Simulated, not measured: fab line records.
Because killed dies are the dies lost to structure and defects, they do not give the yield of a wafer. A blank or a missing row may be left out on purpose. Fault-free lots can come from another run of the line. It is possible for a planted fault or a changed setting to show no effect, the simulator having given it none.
Split-lot trial | flow n5-finfet | route with 1938 steps; 7 lots, 39 wafers read

THE SPLIT ITSELF
At N5_FIN_CUT_CUT_ETCH_26 (etches SiNx in CH3F/O2, target depth 39 nm, time 55.7 s), the setting time-s was moved away from the recipe's 55.7 s on 12 of the 39 wafers read, by -16.0% to +9.7%. For the rest of the wafers, this setting stayed at what the recipe calls for.

FROM THE SPLIT TO THE READING: what the file shows between them, 3 steps
- N5_FIN_CUT_CUT_ETCH_27: etches SiO2 in CHF3/O2, target depth 4 nm, overetch 2 nm, time 4.9 s
- N5_FIN_CUT_PRECLEAN_35: cleans in vHF, time 13.3 s
- N5_FIN_CUT_CUT_ETCH_15: etches Si in HBr/Cl2/O2, target depth 100 nm, bt time 10 s, time 42.4 s

THE READING
SOC_of_FIN_CUT_COAT_18.thk-nm (the simulator's own value, which no gauge read), in nm, at N5_FIN_CUT_CUT_ETCH_28 (etches Si in HBr/Cl2/O2, target depth 6 nm, time 2.4 s). There is no usual value for it anywhere in the file. The 27 wafers here that ran the recipe average 168.5 nm, standard deviation 0.59 nm.

wafer  | tool, chamber at the split | time-s as run, s | against the recipe | SOC_of_FIN_CUT_COAT_18.thk-nm, nm | against lot-mates on the recipe
L078.1 | rie-diel-04, 3             | 55.7             | recipe             | 167.8                             | -
L078.2 | rie-diel-04, 0             | 55.7             | recipe             | 169                               | -
L078.3 | rie-diel-04, 2             | 61.1             | +9.7%              | 166.4                             | -1.7
L078.4 | rie-diel-04, 1             | 61.1             | +9.7%              | 166                               | -2.1
L078.5 | rie-diel-04, 2             | 55.7             | recipe             | 167.6                             | -
L078.6 | rie-diel-04, 3             | 61.1             | +9.7%              | 165.6                             | -2.5
L080.1 | rie-diel-05, 3             | 55.7             | recipe             | 168                               | -
L080.2 | rie-diel-05, 1             | 60.25            | +8.2%              | 167.6                             | -0.5
L080.3 | rie-diel-05, 0             | 60.25            | +8.2%              | 166.8                             | -1.3
L080.4 | rie-diel-05, 2             | 60.25            | +8.2%              | 166.8                             | -1.3
L080.5 | rie-diel-05, 2             | 55.7             | recipe             | 168.4                             | -
L080.6 | rie-diel-05, 1             | 55.7             | recipe             | 167.8                             | -
L085.1 | rie-diel-04, 2             | 55.7             | recipe             | 169                               | -
L085.2 | rie-diel-04, 0             | 55.7             | recipe             | 168.6                             | -
L085.6 | rie-diel-04, 0             | 55.7             | recipe             | 168.6                             | -
L085.3 | rie-diel-04, 3             | 55.7             | recipe             | 168                               | -
L085.4 | rie-diel-04, 1             | 55.7             | recipe             | 168.4                             | -
L085.5 | rie-diel-04, 1             | 55.7             | recipe             | 167.8                             | -
L088.1 | rie-diel-04, 3             | 55.7             | recipe             | 167.8                             | -
L088.2 | rie-diel-04, 0             | 55.7             | recipe             | 168.6                             | -
L088.3 | rie-diel-04, 2             | 55.7             | recipe             | 168.2                             | -
L088.4 | rie-diel-04, 1             | 55.7             | recipe             | 168                               | -
L088.6 | rie-diel-04, 3             | 55.7             | recipe             | 168                               | -
L088.5 | rie-diel-04, 0             | 55.7             | recipe             | 168.8                             | -
L090.1 | rie-diel-06, 1             | 46.78            | -16.0%             | 171.4                             | +3.1
L090.3 | rie-diel-06, 3             | 46.78            | -16.0%             | 171.4                             | +3.1
L090.2 | rie-diel-06, 0             | 55.7             | recipe             | 168.2                             | -
L090.4 | rie-diel-06, 2             | 46.78            | -16.0%             | 171.6                             | +3.3
L090.5 | rie-diel-06, 0             | 55.7             | recipe             | 168.8                             | -
L090.6 | rie-diel-06, 3             | 55.7             | recipe             | 168                               | -
L093.1 | rie-diel-06, 0             | 55.7             | recipe             | 168.4                             | -
L093.2 | rie-diel-06, 3             | 55.7             | recipe             | 169                               | -
L093.4 | rie-diel-06, 2             | 55.7             | recipe             | 169.4                             | -
L096.1 | rie-diel-04, 3             | 47.7             | -14.4%             | 172.4                             | +2.9
L096.2 | rie-diel-04, 1             | 47.7             | -14.4%             | 172.4                             | +2.9
L096.3 | rie-diel-04, 0             | 55.7             | recipe             | 170                               | -
L096.4 | rie-diel-04, 2             | 55.7             | recipe             | 169.2                             | -
L096.5 | rie-diel-04, 2             | 47.7             | -14.4%             | 171.4                             | +1.9
L096.6 | rie-diel-04, 3             | 55.7             | recipe             | 169.4                             | -

THE FIT
A straight line over all 39 wafers: SOC_of_FIN_CUT_COAT_18.thk-nm changes by -0.217 nm for each +1% of time-s; r = -0.93; the points scatter about the line by 0.6 nm.
The same after taking each lot's own level away (the mean of its wafers on the recipe; 39 wafers): -0.185 nm for each +1%; r = -0.95; scatter 0.43 nm.
The reading moves by 3 nm for the largest change in time-s, on that fit.
Across the lots, their own levels run from 168.07 to 169.53 nm, a range of 2.5 times the standard deviation given above.
So the slope is not independent of the lot-to-lot level: the two fits are not the same.
Check: with one of the wafers moved furthest among these (-16.0%) left out of the fit, the line predicts +2.96 nm for it against its lot-mates. It came out at +3.07 nm against them.

THE WHOLE CHAIN: every reading that the file lists as answering this split, in the file's order
step                   | what it does                                            | reading                                                                        | change (the file's fit)               | r (the file's)
N5_FIN_CUT_CUT_ETCH_26 | etches SiNx in CH3F/O2, target depth 39 nm, time 55.7 s | etch.depth-nm (the simulator's own value, which no gauge read)                 | +0.393 nm for each +1% of the setting | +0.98
N5_FIN_CUT_CUT_ETCH_26 | etches SiNx in CH3F/O2, target depth 39 nm, time 55.7 s | SOC_of_FIN_CUT_COAT_18.thk-nm (the simulator's own value, which no gauge read) | -0.19 nm for each +1% of the setting  | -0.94
N5_FIN_CUT_CUT_ETCH_28 | etches Si in HBr/Cl2/O2, target depth 6 nm, time 2.4 s  | SOC_of_FIN_CUT_COAT_18.thk-nm (the simulator's own value, which no gauge read) | -0.185 nm for each +1% of the setting | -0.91

THE FILE'S OWN FIT
SOC_of_FIN_CUT_COAT_18.thk-nm changes by -0.185 nm for each +1% of time-s, r = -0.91.
